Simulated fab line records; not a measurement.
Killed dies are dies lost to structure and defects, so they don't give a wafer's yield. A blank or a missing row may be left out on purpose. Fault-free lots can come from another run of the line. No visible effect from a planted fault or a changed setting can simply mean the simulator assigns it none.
Matching of chambers | flow n5Finfet | rieDiel-04 running N5_BEOL_M0_SAQP_ETCH_83: 4 sister chambers
The step etches SiARC in CF4, target depth 39 nm, time 65 s. 8 wafers are shown with their chamber, then 7 later ones without.

WAFERS, EACH WITH ITS CHAMBER
wafer  | chamber | showerheadPlenumPTorr (Torr) | drypumpMotorCurrentA (A)
L083.3 | 2       | 2.01                         | 4.8
L083.5 | 3       | 2.13                         | 6.4
L085.6 | 0       | 2.18                         | 5.3
L090.1 | 1       | 2.14                         | 5.7
L090.2 | 3       | 2.13                         | 6.4
L090.6 | 2       | 2.00                         | 4.8
L094.2 | 0       | 2.18                         | 5.3
L094.3 | 1       | 2.14                         | 5.6

WAFERS WITHOUT THEIR CHAMBER
wafer  | showerheadPlenumPTorr (Torr) | drypumpMotorCurrentA (A)
L094.5 | 2.18                         | 5.3
L096.1 | 2.12                         | 6.4
L096.3 | 2.14                         | 5.6
L096.5 | 2.00                         | 4.7
L097.1 | 2.17                         | 5.3
L097.4 | 2.12                         | 6.4
L097.5 | 2.17                         | 5.3

WHICH CHAMBER EACH ONE RAN IN
wafer  | from the rows above | in truth
L094.5 | 0                   | 0
L096.1 | 3                   | 3
L096.3 | 1                   | 1
L096.5 | 2                   | 2
L097.1 | 0                   | 0
L097.4 | 3                   | 3
L097.5 | 0                   | 0
Placed correctly: 7 of 7. Not placeable from these rows: 0. Placed wrongly: 0.
How it was worked out, from the rows above alone: a wafer's distance from a chamber is the root of the sum, over the readings, of the square of ((its reading less the chamber's mean) divided by the reading's scatter). The wafer belongs to the nearest chamber; if the next one is less than 2 further off, it can't be placed. A chamber's mean is the mean of its shown wafers. The scatter: the root of (the sum of the squares of (reading less its chamber's mean) over the shown wafers, divided by (wafers less chambers)).
